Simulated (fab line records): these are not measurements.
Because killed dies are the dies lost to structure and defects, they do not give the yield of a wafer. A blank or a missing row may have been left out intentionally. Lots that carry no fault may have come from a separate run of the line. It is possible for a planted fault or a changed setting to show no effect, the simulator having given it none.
Chamber matching + flow nandHarc + rieDiel-12 running NHARC_A_CONTACT_ETCH_31: 4 sister chambers
The step etches the open film in O2/COS, target depth 2000 nm, time 520 s. 8 wafers are shown with their chamber, then 8 later ones without.

WAFERS, EACH WITH ITS CHAMBER
| wafer  | chamber | showerheadPlenumPTorr (Torr) | drypumpMotorCurrentA (A) |
|--------|---------|------------------------------|--------------------------|
| L995.5 | 1       | 3.09                         | 5.8                      |
| L998.2 | 0       | 3.26                         | 5.5                      |
| L109.4 | 2       | 3.00                         | 5.9                      |
| L109.5 | 3       | 3.00                         | 5.4                      |
| L107.1 | 3       | 3.00                         | 5.5                      |
| L107.3 | 0       | 3.25                         | 5.5                      |
| L107.6 | 1       | 3.08                         | 5.8                      |
| L110.2 | 2       | 3.00                         | 5.9                      |

WAFERS WITHOUT THEIR CHAMBER
| wafer  | showerheadPlenumPTorr (Torr) | drypumpMotorCurrentA (A) |
|--------|------------------------------|--------------------------|
| L110.3 | 3.25                         | 5.5                      |
| L110.6 | 3.08                         | 5.8                      |
| L111.2 | 3.25                         | 5.5                      |
| L111.3 | 3.08                         | 5.8                      |
| L111.4 | 3.00                         | 5.4                      |
| L112.1 | 3.08                         | 5.8                      |
| L112.2 | 3.25                         | 5.5                      |
| L112.4 | 2.99                         | 5.9                      |

EACH ONE'S CHAMBER
| wafer  | from the rows above | in truth |
|--------|---------------------|----------|
| L110.3 | 0                   | 0        |
| L110.6 | 1                   | 1        |
| L111.2 | 0                   | 0        |
| L111.3 | 1                   | 1        |
| L111.4 | 3                   | 3        |
| L112.1 | 1                   | 1        |
| L112.2 | 0                   | 0        |
| L112.4 | 2                   | 2        |
Placed correctly: 8 of 8. Not placeable from these rows: 0. Wrongly placed: 0.
How it was worked out, from the rows above alone: a wafer's distance from a chamber is the root of the sum, over the readings, of the square of ((its reading less the chamber's mean) divided by the reading's scatter). The wafer belongs to the nearest chamber; if the next one is less than 2 further off, it can't be placed. For every chamber, the mean is computed from those of its wafers that are shown. How the scatter is found: for the shown wafers, subtract from each reading the mean of its chamber, square and add these, divide the total by (wafers less chambers), then take the root.
